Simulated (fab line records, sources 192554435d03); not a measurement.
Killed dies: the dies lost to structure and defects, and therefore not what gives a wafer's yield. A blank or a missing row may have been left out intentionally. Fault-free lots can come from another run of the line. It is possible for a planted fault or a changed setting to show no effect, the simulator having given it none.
Matching of chambers + flow n5-finfet + pecvd-02 running N5_BEOL_M4_ILD_DEP_00: 3 sister chambers
The step deposits SiOC from DEMS/O2, target thk 79 nm, time 15.3 s. 14 wafers are shown with their chamber, then 7 later ones without.

## EACH WAFER AND ITS CHAMBER
| wafer  | chamber | throttle-valve-pct (%) | heater-power-w (W) | showerhead-plenum-p-Torr (Torr) |
|--------|---------|------------------------|--------------------|---------------------------------|
| L075.4 | 1       | 11.7                   | 385                | 5.695                           |
| L075.5 | 0       | 11.6                   | 415                | 5.681                           |
| L075.6 | 2       | 12.0                   | 461                | 5.699                           |
| L077.1 | 1       | 11.6                   | 341                | 5.681                           |
| L077.2 | 2       | 12.2                   | 481                | 5.694                           |
| L077.4 | 0       | 11.7                   | 486                | 5.677                           |
| L078.1 | 0       | 11.4                   | 549                | 5.682                           |
| L078.4 | 2       | 12.2                   | 485                | 5.696                           |
| L078.6 | 1       | 11.8                   | 352                | 5.674                           |
| L084.2 | 2       | 12.2                   | 504                | 5.660                           |
| L084.3 | 0       | 11.8                   | 534                | 5.675                           |
| L084.6 | 0       | 11.8                   | 498                | 5.678                           |
| L086.1 | 1       | 11.7                   | 414                | 5.681                           |
| L086.3 | 0       | 11.6                   | 474                | 5.678                           |

SIGNATURES, as means of the wafers listed above
| reading                  | chamber 0 | chamber 1 | chamber 2 | scatter within a chamber |
|--------------------------|-----------|-----------|-----------|--------------------------|
| throttle-valve-pct       | 11.650    | 11.700    | 12.150    | 0.122                    |
| heater-power-w           | 492.67    | 373.00    | 482.75    | 37.6                     |
| showerhead-plenum-p-Torr | 5.67850   | 5.68275   | 5.68725   | 0.0107                   |
Rule: distance of a wafer from a chamber = root of the sum over the readings of ((wafer's reading minus chamber's mean) / reading's scatter) squared. If the next closest chamber is less than 2 further off than the closest, the wafer can't be placed; otherwise it belongs to the closest. The scatter is the square root of a quotient: the sum, over the shown wafers, of each reading's squared deviation from its chamber's mean, divided by wafers minus chambers.

## WAFERS WITH NO CHAMBER GIVEN
| wafer  | throttle-valve-pct (%) | heater-power-w (W) | showerhead-plenum-p-Torr (Torr) |
|--------|------------------------|--------------------|---------------------------------|
| L086.5 | 12.1                   | 501                | 5.689                           |
| L087.1 | 11.8                   | 508                | 5.678                           |
| L087.5 | 11.7                   | 383                | 5.689                           |
| L087.6 | 11.7                   | 509                | 5.683                           |
| L094.1 | 11.8                   | 484                | 5.685                           |
| L094.5 | 11.9                   | 490                | 5.668                           |
| L094.6 | 11.6                   | 538                | 5.677                           |

## WHICH CHAMBER EACH ONE RAN IN
| wafer  | from the rows above          | in truth                   |
|--------|------------------------------|----------------------------|
| L086.5 | 2                            | 2                          |
| L087.1 | can't be placed: 0 or 2      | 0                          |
| L087.5 | 1                            | 1                          |
| L087.6 | 0                            | 0                          |
| L094.1 | can't be placed: 0 or 2 or 1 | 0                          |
| L094.5 | can't be placed: 0 or 2 or 1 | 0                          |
| L094.6 | 0                            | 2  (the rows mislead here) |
3 of 7 placed correctly. From these rows, 3 cannot be placed; in 3 the true chamber is one of the candidates. 1 placed wrongly.
